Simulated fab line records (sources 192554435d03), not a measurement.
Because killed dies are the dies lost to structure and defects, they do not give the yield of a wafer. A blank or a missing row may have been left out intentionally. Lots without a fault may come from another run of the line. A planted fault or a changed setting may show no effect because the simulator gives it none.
Split-lot experiment ; flow n5-finfet ; 21 wafers read across 7 lots, on a route 1938 steps long

THE SPLIT
At N5_HKMG_FIN_DESCUM_53 (chemistry O2, time 7.9 s), the setting time-s was moved away from the recipe's 7.9 s on 9 of the 21 wafers read, by -16.0% to +17.3%. This setting was run at the recipe's value on the other wafers.

The reading comes from the split's own step.

THE READING
CAR-ArF_of_HKMG_FIN_COAT_43.thk-nm (the simulator's own value, which no gauge read), in nm, at N5_HKMG_FIN_DESCUM_53 (chemistry O2, time 7.9 s). There is no usual value for it anywhere in the file. The 12 wafers here that ran the recipe average 83.5 nm, standard deviation 0.26 nm.

wafer;tool, chamber at the split;time-s as run, s;against the recipe;CAR-ArF_of_HKMG_FIN_COAT_43.thk-nm, nm;against lot-mates on the recipe
L075.1;rie-diel-01, 3;7.9;recipe;83.6;-
L075.2;rie-diel-01, 2;7.9;recipe;83.4;-
L075.4;rie-diel-01, 0;8.81;+11.5%;83;-0.5
L081.1;rie-diel-03, 1,3;9.264;+17.3%;82.8;-0.8
L081.3;rie-diel-03, 1,3;9.264;+17.3%;82.8;-0.8
L081.6;rie-diel-03, 0;7.9;recipe;83.6;-
L083.2;rie-diel-01, 3;7.9;recipe;83.2;-
L083.5;rie-diel-01, 2;7.256;-8.2%;83.6;+0.4
L083.6;rie-diel-01, 3;7.256;-8.2%;83.2;+0.0
L084.1;rie-diel-03, 2,3;6.635;-16.0%;84.2;+1.2
L084.4;rie-diel-03, 2,3;6.635;-16.0%;84.2;+1.2
L084.2;rie-diel-03, 0;7.9;recipe;83;-
L085.4;rie-diel-06, 2,0;7.9;recipe;83.4;-
L085.6;rie-diel-06, 2,0;7.9;recipe;83.4;-
L085.5;rie-diel-06, 1;7.9;recipe;83.2;-
L089.3;rie-diel-01, 2;7.9;recipe;83.8;-
L089.4;rie-diel-01, 3;7.9;recipe;84;-
L089.5;rie-diel-01, 0;7.273;-7.9%;84.2;+0.3
L091.1;rie-diel-03, 2,3;7.9;recipe;83.6;-
L091.3;rie-diel-03, 2,3;7.9;recipe;83.6;-
L091.5;rie-diel-03, 1;6.998;-11.4%;84.4;+0.8
Where a row lists several chambers, the file gives one row for several wafers and doesn't say which wafer went through which chamber.

THE FIT
A straight line over all 21 wafers: CAR-ArF_of_HKMG_FIN_COAT_43.thk-nm changes by -0.0426 nm for each +1% of time-s; r = -0.80; the points scatter about the line by 0.29 nm.
The same after taking each lot's own level away (the mean of its wafers on the recipe; 21 wafers): -0.0548 nm for each +1%; r = -0.94; scatter 0.17 nm.
According to that fit, moving time-s by its largest amount changes the reading by 0.95 nm.
Measured against the standard deviation above, the lots' own levels, which go from 83.00 to 83.90 nm, span 3.4 times it.
So the lot-to-lot level blurs the effect unless lot-mates are compared.
Check: for one of the wafers moved furthest among these (+17.3%), held out of the fit, the line's prediction against its lot-mates is -0.959 nm. Against them it came out at -0.8 nm.

OTHER SPLITS APPLIED TO THESE WAFERS
Before the reading, these wafers also passed through other splits. Each is held against what the fit with the lots' levels taken away leaves over:
other split on the same wafers;wafers away from the commonest value;r with CAR-ArF_of_HKMG_FIN_COAT_43.thk-nm (lot level and that fit taken away)
N5_SD_EPI_N_DEVELOP_08 develop-time-s;6;-0.10
N5_HKMG_FIN_COAT_41 spin-rpm;9;-0.26

THE FILE'S OWN FIT
CAR-ArF_of_HKMG_FIN_COAT_43.thk-nm changes by -0.0548 nm for each +1% of time-s, r = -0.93.
